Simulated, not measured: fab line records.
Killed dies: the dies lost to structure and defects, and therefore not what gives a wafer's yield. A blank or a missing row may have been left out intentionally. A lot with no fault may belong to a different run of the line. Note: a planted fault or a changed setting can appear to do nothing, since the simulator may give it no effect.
A lot that was struck, set against a sound lot ; flow nand_harc ; 15 steps out of a route of 1159
Sound: these wafers, L302.1, L302.3, L302.5. Struck: wafer L305.4 (left out: L305.2, L305.3 of the same lot, which were not struck); the cause appears at the end.
Per side, at each step with rows, come the tool, then ch with its chambers, and then its first start. Under that, the readings that differ: sound wafers ; struck wafers ; difference of the means ; sigmas: that difference in standard deviations of wafers without a fault.
alike: words and numbers the same on both sides, and readings whose means are apart by under 2 such deviations; not compared: readings that were withheld, readings missing a value for some wafer, numbers with overlapping values and no deviation given by the record, and bounds like >300 which may hide the same value.
The two part at a step that has a row with sigmas, a row that says differs or no value, or rows on one side only. Numbers that don't overlap but have no deviation are shown without sigmas and don't part them. A reading missing from all wafers of one side parts the sides only when that side holds two or more wafers.

first, 2 steps without rows for these wafers: NHARC_A_CHANNEL_HOLE_D1_STRIP_43 (strips in O2/COS); NHARC_A_CHANNEL_HOLE_D1_ETCH_44 (etches the open film in CF4/O2, target depth 140 nm, overetch 14 nm, time 77 s).
NHARC_A_CHANNEL_HOLE_D1_STRIP_27: strips in O2.
  sound: rie_diel-11 ch 0,1,3; struck: rie_diel-11 ch 2
reading;sound;struck;difference;sigmas
showerhead_plenum_p_Torr (Torr);3.35 3.54 3.36;3.72;+0.30;+2
  alike: drypump_motor_current_A, oes_product_au, rf_vpp_V, throttle_valve_pct
  not compared: rf_hours_counter_h
then, 2 steps without rows for these wafers: NHARC_A_CHANNEL_HOLE_D1_PRECLEAN_28 (cleans in SC1); NHARC_A_CHANNEL_HOLE_D1_SRD_29.
NHARC_A_CHANNEL_HOLE_D1_CD_MEAS_30:
  sound: cd_sem-03 at day 9 13:50; struck: cd_sem-03 at day 10 15:23
  alike: cd_nm
NHARC_A_CHANNEL_HOLE_D1_XSEM_31:
  sound on xsem-01 ch 0, day 9 13:56; struck on xsem-02 ch 0, day 10 15:29
  alike: bot_cd_nm, bow_nm, tilt_deg
NHARC_A_CHANNEL_HOLE_D1_INSPECT_40:
  sound: defect_inspect-01 at day 9 14:01; struck: defect_inspect-01 at day 10 15:35
reading;sound;struck;difference;sigmas
raw_defect_count;41 40 42;79;+38;+2
then, 2 steps without rows for these wafers: NHARC_A_CHANNEL_FILL_D1_PRECLEAN_00 (cleans in SC1); NHARC_A_CHANNEL_FILL_D1_SRD_01.
NHARC_A_CHANNEL_FILL_D1_ALD_02: deposits SiO2, target thk 6 nm, pulse time 10 s, ald cycles 60.
  sound on ald_hk-01 ch 0,3, day 9 14:13; struck on ald_hk-02 ch 3, day 10 15:47
  alike: heater_power_w, precursor_pulse_height_rel
  not compared: ald_cycles
NHARC_A_CHANNEL_FILL_D1_ALD_03: deposits SiNx, target thk 6 nm, pulse time 60 s, ald cycles 58.
  sound: ald_sin_batch-01 ch 0; struck: ald_sin_batch-02 ch 0
  alike: precursor_pulse_height_rel
  not compared: ald_cycles
NHARC_A_CHANNEL_FILL_D1_ALD_14: deposits SiO2, target thk 2.5 nm, pulse time 10 s, ald cycles 25.
  sound on ald_hk-02 ch 2,3, day 9 21:15; struck on ald_hk-02 ch 3, day 10 23:35
reading;sound;struck;difference;sigmas
ald_cycles;25 25 25;24;-1;
  alike: heater_power_w, precursor_pulse_height_rel
NHARC_A_CHANNEL_FILL_D1_ALD_15: deposits SiNx, target thk 2 nm, pulse time 60 s, ald cycles 19.
  sound: ald_sin_batch-02 ch 0; struck: ald_sin_batch-02 ch 0
  alike: precursor_pulse_height_rel
  not compared: ald_cycles
-- the record jumps here: 10 days lie between the struck wafers' starts before and after (it left off in module A_CHANNEL_FILL_D1 and takes up again in module END, whose first step shown is number 1159 of the route) --
NHARC_END_SORT_01:
  here the record holds rows for the struck wafers (prober-01 ch 0, day 21 08:34) but none for the sound ones

## WHERE THEY PART
Earliest at NHARC_A_CHANNEL_HOLE_D1_STRIP_27; latest, in this record, at NHARC_END_SORT_01.

WHY: the cause the simulator had injected
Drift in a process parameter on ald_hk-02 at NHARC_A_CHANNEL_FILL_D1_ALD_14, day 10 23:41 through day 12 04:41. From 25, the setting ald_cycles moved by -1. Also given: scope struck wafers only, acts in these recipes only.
